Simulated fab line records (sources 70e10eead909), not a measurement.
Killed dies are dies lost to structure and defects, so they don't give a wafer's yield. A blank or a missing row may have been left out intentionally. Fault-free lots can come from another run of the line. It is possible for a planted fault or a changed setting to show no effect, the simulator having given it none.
Chamber matching + flow nand harc + NHARC_A_STAIRCASE_TRIM_220 on rie diel-13: 4 sister chambers
The step chemistry O2, time 211.2 s. 4 wafers are shown with their chamber, then 12 later ones without.

== EACH WAFER AND ITS CHAMBER ==
| wafer  | chamber | drypump motor current A (A) |
|--------|---------|-----------------------------|
| L084.5 | 1       | 5.64                        |
| L086.6 | 3       | 5.44                        |
| L088.1 | 2       | 6.21                        |
| L088.6 | 0       | 5.73                        |

== WAFERS MISSING THEIR CHAMBER ==
| wafer  | drypump motor current A (A) |
|--------|-----------------------------|
| L089.3 | 5.75                        |
| L089.5 | 5.74                        |
| L089.6 | 6.21                        |
| L093.1 | 5.42                        |
| L093.4 | 6.21                        |
| L093.6 | 5.45                        |
| L092.3 | 5.46                        |
| L092.4 | 5.66                        |
| L092.6 | 5.44                        |
| L094.1 | 6.19                        |
| L094.3 | 5.65                        |
| L094.4 | 5.74                        |

== WHICH CHAMBER EACH WENT THROUGH ==
| wafer  | from the rows above | in truth |
|--------|---------------------|----------|
| L089.3 | 0                   | 0        |
| L089.5 | 0                   | 0        |
| L089.6 | 2                   | 2        |
| L093.1 | 3                   | 3        |
| L093.4 | 2                   | 2        |
| L093.6 | 3                   | 3        |
| L092.3 | 3                   | 3        |
| L092.4 | 1                   | 1        |
| L092.6 | 3                   | 3        |
| L094.1 | 2                   | 2        |
| L094.3 | 1                   | 1        |
| L094.4 | 0                   | 0        |
Placed correctly: 12 of 12. From these rows, 0 cannot be placed. Wrongly placed: 0.
How it was worked out, from the rows above alone: a wafer's distance from a chamber is the root of the sum, over the readings, of the square of ((its reading less the chamber's mean) divided by the reading's scatter). The wafer belongs to the nearest chamber; if the next one is less than 2 further off, it can't be placed. A chamber's mean is the mean of its shown wafers. The scatter: with one shown wafer a chamber, the root of the mean of the squares of how far each hidden wafer lies from its nearest shown one.
